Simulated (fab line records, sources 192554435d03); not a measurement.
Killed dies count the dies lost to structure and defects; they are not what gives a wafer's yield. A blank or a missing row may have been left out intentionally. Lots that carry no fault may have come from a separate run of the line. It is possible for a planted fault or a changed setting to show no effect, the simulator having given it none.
fab line records	flow n5_finfet
record lots=7	wafers=21
route steps=1938 shown MIM_BOT_LITHO@1860 MIM_BOT_ETCH@1866 PASSIVATION@1921
start_h: hours from the record's first day to the start of the lot's first wafer shown	wait_h: hours since the lot's step before	" identical to the entry in the row above	L1.1+2: one row covering several wafers at once	- value missing, or start not given	* or withheld: withheld	< > ~ a bound
route shown NAME@n: NAME is a module with steps in the file, n the number in the route of the first one	usual: average and standard deviation across the fault-free wafers	same: alike in all rows	chamber/n: place in a boat	sites: per-site readings	_std_site: the values' standard deviation	_edge_site: the outer-site mean with the inner-site mean subtracted	radius_mm: how far each site lies from the wafer's centre	mask NAME#n: copy n	behind: the most recent tool/chamber to have shaped the wafer	hold: cause of the lot's hold/its duration in hours/its outcome	device: the n, p or np transistor that did not switch	end of line: tests of these same wafers at the route's end	a step without rows: its recipe alone	killed: the dies lost at the first sort to structure and to defects; this is not the yield of the wafer	map: shows each die of a wafer: x if killed, . if not, _ if none is there
set.NAME: the setting as run; set.NAME@STEP: as run at that earlier step	model.NAME: the simulator's own value behind a step, which no gauge read
lots whose settings were changed on purpose; a table a step, a row a wafer
## steps
# step N5_MIM_BOT_LITHO_DEVELOP_07
# recipe develop_time_s=60	rinse_liquid=diw	dry=air_spin	dev_temp_c=21
lot.wafer	tool	chamber	start_h	wait_h	set.develop_time_s
L078.1+3+6	litho_track-03	0	-	-	60
L083.1+2+6	litho_track-05	0	-	-	60
L088.4+6	litho_track-01	0	-	-	60
L088.5	"	0	"	"	73.05
L089.1	litho_track-05	0	-	-	60
L089.3+5	"	0	"	"	50.25
L093.1+3	litho_track-01	0	-	-	60
L093.6	"	0	"	"	55.6
L094.1+5	litho_track-05	0	-	-	47.87
L094.2	"	0	"	"	60
L096.1+2+5	litho_track-01	0	-	-	60
# step N5_MIM_BOT_LITHO_HARDBAKE_09
# recipe temp_c=130	time_s=120
# step N5_MIM_BOT_LITHO_CD_MEAS_08
# recipe target_cd_nm=3000	landing_energy_ev=500	detector=se_inlens	polarity=opening
# usual cd_nm=3000.0/1.3
lot.wafer	tool	chamber	start_h	wait_h	set.develop_time_s@MIM_BOT_LITHO_DEVELOP_07	cd_nm
L078.1	cd_sem-02	0	318.75	-	60	2998.9
L078.3	"	0	"	"	60	2998.8
L078.6	"	0	"	"	60	2999.6
L083.1	cd_sem-01	0	349.55	-	60	3000.5
L083.2	"	0	"	"	60	3000.1
L083.6	"	0	"	"	60	3002.5
L088.4	cd_sem-03	0	381.45	-	60	2998.8
L088.5	"	0	"	"	73.05	3003.6
L088.6	"	0	"	"	60	2999.3
L089.1	cd_sem-03	0	381.60	-	60	3002.1
L089.3	"	0	"	"	50.25	2996.5
L089.5	"	0	"	"	50.25	2998.6
L093.1	cd_sem-01	0	408.18	-	60	3001.3
L093.3	"	0	"	"	60	3001.5
L093.6	"	0	"	"	55.6	2999.4
L094.1	cd_sem-02	0	408.72	-	47.87	2994.6
L094.2	"	0	"	"	60	2998.5
L094.5	"	0	"	"	47.87	2996.0
L096.1	cd_sem-02	0	442.60	-	60	3001.1
L096.2	"	0	"	"	60	3003.5
L096.5	"	0	"	"	60	3002.2
# step N5_MIM_BOT_ETCH_ETCH_04
# recipe chemistry=CF4/O2	target=SiNx	target_depth_a=260	time_s=13	ion_energy_ev=100	pressure_mtorr=40	source_w=535	bias_w=49	Ar_flow_sccm=100	cf4_flow_sccm=100	O2_flow_sccm=10
lot.wafer	tool	chamber	start_h	wait_h	set.time_s	model.etch.depth_nm
L078.1	rie_diel-05	0	319.01	0.0	15.65	31.51
L078.3	"	1	"	"	15.65	30.76
L078.6	"	3	"	"	15.65	31.3
L083.1	rie_diel-02	2	349.96	0.0	13	25.68
L083.2	"	0	"	"	13	25.56
L083.6	"	2	"	"	13	25.51
L088.4	rie_diel-05	2	381.64	0.0	13	26.34
L088.5	"	0	"	"	10.64	21.36
L088.6	"	3	"	"	10.64	22.03
L089.1	rie_diel-03	0	381.75	0.0	13	25.67
L089.3	"	1	"	"	15.67	30.88
L089.5	"	0	"	"	13	25.68
L093.1	rie_diel-02	1	408.36	0.0	13	25.7
L093.3	"	3	"	"	13	26.41
L093.6	"	0	"	"	13	26.68
L094.1	rie_diel-05	1	408.88	0.0	13	25.77
L094.2	"	2	"	"	13	26.45
L094.5	"	3	"	"	13	26.83
L096.1	rie_diel-05	3	442.76	0.0	14.58	29.69
L096.2	"	1	"	"	13	25.41
L096.5	"	1	"	"	14.58	28.62
# step N5_PASSIVATION_EXPOSE_41
# recipe mask_id=PASS_OPEN	na=0.55	defocus_nm=0	source_shape=conventional	sigma_outer=0.8	polarization=unpolarized	target_cd_nm=40000	dose_mj=57.25
lot.wafer	tool	chamber	start_h	wait_h	mask	set.dose_mj
L078.1	krf_scanner-02	0	326.99	-	PASS_OPEN#0	60.72
L078.3+6	"	0	"	"	PASS_OPEN#0	57.25
L083.1+2+6	krf_scanner-01	0	358.58	-	PASS_OPEN#0	57.25
L089.1+3	krf_scanner-01	0	389.06	-	PASS_OPEN#0	55.58
L089.5	"	0	"	"	PASS_OPEN#0	57.25
L088.4+6	krf_scanner-01	0	389.17	-	PASS_OPEN#0	61.06
L088.5	"	0	"	"	PASS_OPEN#0	57.25
L093.1	krf_scanner-02	0	414.44	-	PASS_OPEN#0	57.25
L093.3+6	"	0	"	"	PASS_OPEN#0	53.87
L094.1+2+5	krf_scanner-01	0	414.97	-	PASS_OPEN#0	57.25
L096.1+5	krf_scanner-01	0	449.08	-	PASS_OPEN#0	57.25
L096.2	"	0	"	"	PASS_OPEN#0	61.22
# step N5_PASSIVATION_PEB_42
# recipe peb_temp_c=withheld	peb_time_s=*
# step N5_PASSIVATION_DEVELOP_43
# recipe develop_time_s=60	rinse_liquid=diw	dry=air_spin	dev_temp_c=21
# step N5_PASSIVATION_HARDBAKE_45
# recipe temp_c=130	time_s=120
# step N5_PASSIVATION_CD_MEAS_44
# recipe target_cd_nm=40000	landing_energy_ev=500	detector=se_inlens
# usual cd_nm=40000/3.2
lot.wafer	tool	chamber	start_h	wait_h	set.dose_mj@PASSIVATION_EXPOSE_41	cd_nm
L078.1	cd_sem-03	0	327.16	-	60.72	40022
L078.3	"	0	"	"	57.25	40000
L078.6	"	0	"	"	57.25	39999
L083.1	cd_sem-01	0	358.76	-	57.25	40001
L083.2	"	0	"	"	57.25	40005
L083.6	"	0	"	"	57.25	40004
L089.1	cd_sem-01	0	389.24	-	55.58	39994
L089.3	"	0	"	"	55.58	39991
L089.5	"	0	"	"	57.25	40006
L088.4	cd_sem-02	0	389.33	-	61.06	40024
L088.5	"	0	"	"	57.25	40000
L088.6	"	0	"	"	61.06	40021
L093.1	cd_sem-02	0	414.62	-	57.25	40002
L093.3	"	0	"	"	53.87	39979
L093.6	"	0	"	"	53.87	39982
L094.1	cd_sem-01	0	415.15	-	57.25	40003
L094.2	"	0	"	"	57.25	40003
L094.5	"	0	"	"	57.25	40004
L096.1	cd_sem-02	0	449.26	-	57.25	40002
L096.2	"	0	"	"	61.22	40031
L096.5	"	0	"	"	57.25	39999
# step N5_PASSIVATION_PASS_ETCH_47
# recipe chemistry=CF4/O2	target=SiNx	target_depth_a=7700	time_s=385	ion_energy_ev=100	pressure_mtorr=40	source_w=535	bias_w=49	Ar_flow_sccm=100	cf4_flow_sccm=100	O2_flow_sccm=10
# usual rf_vpp_V=241.5/2.8
lot.wafer	tool	chamber	start_h	wait_h	set.source_w	rf_vpp_V	model.etch.depth_nm
L078.1	rie_diel-03	0	327.46	0.0	478.7	259.3	698.3
L078.3	"	1	"	"	535	241.2	753.8
L078.6	"	2	"	"	478.7	255.6	704.8
L083.1	rie_diel-02	3	358.88	0.0	535	244.8	784.6
L083.2	"	2	"	"	535	243.1	753.9
L083.6	"	3	"	"	535	245.5	782.2
L089.1	rie_diel-03	3	389.36	0.0	565.7	230.3	814.5
L089.3	"	0	"	"	565.7	236.5	794.8
L089.5	"	2	"	"	535	241.6	765
L088.4	rie_diel-02	3	389.56	0.1	486.8	257.8	724.8
L088.5	"	2	"	"	486.8	256.7	709.3
L088.6	"	1	"	"	535	238.9	767.2
L093.1	rie_diel-02	0	414.74	0.0	535	246.1	791.7
L093.3	"	2	"	"	535	244.7	758.4
L093.6	"	1	"	"	535	238.1	764
L094.1	rie_diel-05	3	415.27	0.0	535	242.7	795.7
L094.2	"	2	"	"	535	240.8	780.5
L094.5	"	3	"	"	535	242.3	801.1
L096.1	rie_diel-05	3	449.38	0.0	457.6	261.9	686
L096.2	"	0	"	"	535	242.8	765.6
L096.5	"	1	"	"	535	237.5	751.6
## key
split step=N5_MIM_BOT_LITHO_DEVELOP_07	setting=develop_time_s	stated=60	by=wafer
response step=N5_MIM_BOT_LITHO_CD_MEAS_08	reading=cd_nm	change=+0.21	per=1%	r=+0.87
split step=N5_MIM_BOT_ETCH_ETCH_04	setting=time_s	stated=13	by=wafer
response step=N5_MIM_BOT_ETCH_ETCH_04	reading=model.etch.depth_nm	change=+0.263	per=1%	r=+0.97
split step=N5_PASSIVATION_EXPOSE_41	setting=dose_mj	stated=57.25	by=wafer
response step=N5_PASSIVATION_CD_MEAS_44	reading=cd_nm	change=+3.84	per=1%	r=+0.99
split step=N5_PASSIVATION_PASS_ETCH_47	setting=source_w	stated=535	by=wafer
response step=N5_PASSIVATION_PASS_ETCH_47	reading=rf_vpp_V	change=-1.61	per=1%	r=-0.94
response step=N5_PASSIVATION_PASS_ETCH_47	reading=model.etch.depth_nm	change=+5.25	per=1%	r=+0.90
